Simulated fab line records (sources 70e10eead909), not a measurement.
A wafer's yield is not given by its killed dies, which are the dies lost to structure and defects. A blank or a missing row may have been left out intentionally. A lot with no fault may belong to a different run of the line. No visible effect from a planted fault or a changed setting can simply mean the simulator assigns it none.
Struck lot and sound lot, side by side	flow nand-harc	14 steps out of a route of 1302
Sound: wafers L114.4, L114.5, L114.6. Struck: wafers L107.2, L107.4, L107.5. Last of all comes the cause.
Order at every step that has rows: each side's tool, ch and its chambers, its first start. Under that, the readings that differ: sound wafers	struck wafers	difference of the means	sigmas: that difference in standard deviations of wafers without a fault.
alike: readings with means less than 2 such deviations apart, plus words and numbers identical on both sides. not compared: withheld readings, readings lacking a value on some wafer, bounds such as >300 that could conceal the same value, and numbers that have no deviation in the record and whose values overlap.
The two part at a step that has a row with sigmas, a row that says differs or no value, or rows on one side only. When numbers do not overlap yet have no deviation, they are printed without sigmas and do not part them. A reading that every wafer of one side lacks parts them only if that side has two wafers or more.

first, 4 steps without rows for these wafers: NHARC_A_DECK1_JOINT_CURE_26 (time 32 s); NHARC_A_DECK1_JOINT_ANNEAL_27 (time 3600 s); NHARC_A_DECK1_JOINT_ANNEAL_28 (time 1800 s); NHARC_A_DECK1_JOINT_ANNEAL_29 (time 1800 s).
NHARC_A_DECK1_JOINT_CMP_02: polishes SiOx.
  sound on cmp-04 ch 0,2,3, day 18 20:08; struck on cmp-04 ch 0,3, day 15 05:01
  alike: edge-zone-pressure-frac, motor-current-A, retaining-ring-pressure-frac
next, for these wafers, 1 step has no rows: NHARC_A_DECK1_JOINT_SRD_15.
NHARC_A_DECK1_JOINT_DEP_16: deposits SiO2, target thk 45 nm.
  sound on pecvd-04 ch 0,1,2, day 18 20:33; struck on pecvd-01 ch 0,1,2, day 15 05:22
  alike: heater-power-w, throttle-valve-pct
NHARC_A_DECK1_JOINT_THK_MEAS_17: measures by ellipsometry.
  sound on film-metro-01 at day 18 20:44; struck on film-metro-01 at day 15 05:39
  alike: thk-nm
NHARC_A_DECK1_JOINT_INSPECT_05:
  sound on defect-inspect-02 at day 18 20:47; struck on defect-inspect-01 at day 15 05:41
  alike: raw-defect-count
next comes 1 step that has no rows for these wafers: NHARC_A_ONON_D2_DEP_00 (target thickness 1000 nm).
NHARC_A_ONON_D2_THK_MEAS_02: measures by ellipsometry.
  sound on film-metro-01 at day 18 21:21; struck on film-metro-01 at day 15 06:16
reading	sound	struck	difference	sigmas
thk-nm (nm)	1018 1018 1016	980 979 980	-38	-3
NHARC_A_ONON_D2_DEP_03: target thk 1000 nm.
  sound on pecvd-onon-02 ch 0, day 18 21:35; struck on pecvd-onon-01 ch 0, day 15 06:23
  alike: n2o-flow-sccm
NHARC_A_ONON_D2_THK_MEAS_05: measures by ellipsometry.
  sound on film-metro-02 at day 18 21:55; struck on film-metro-01 at day 15 07:02
reading	sound	struck	difference	sigmas
thk-nm (nm)	1027 1027 1027	1571 1569 1571	+543	+54
  not compared: hold
NHARC_END_SORT_01:
  the record has rows for the sound wafers here (prober-01 ch 0, day 31 05:53) and none for the struck ones

WHERE THEY PART
Last at NHARC_END_SORT_01 as far as this record goes, first at NHARC_A_ONON_D2_THK_MEAS_02.

WHY: whatever the simulator had introduced
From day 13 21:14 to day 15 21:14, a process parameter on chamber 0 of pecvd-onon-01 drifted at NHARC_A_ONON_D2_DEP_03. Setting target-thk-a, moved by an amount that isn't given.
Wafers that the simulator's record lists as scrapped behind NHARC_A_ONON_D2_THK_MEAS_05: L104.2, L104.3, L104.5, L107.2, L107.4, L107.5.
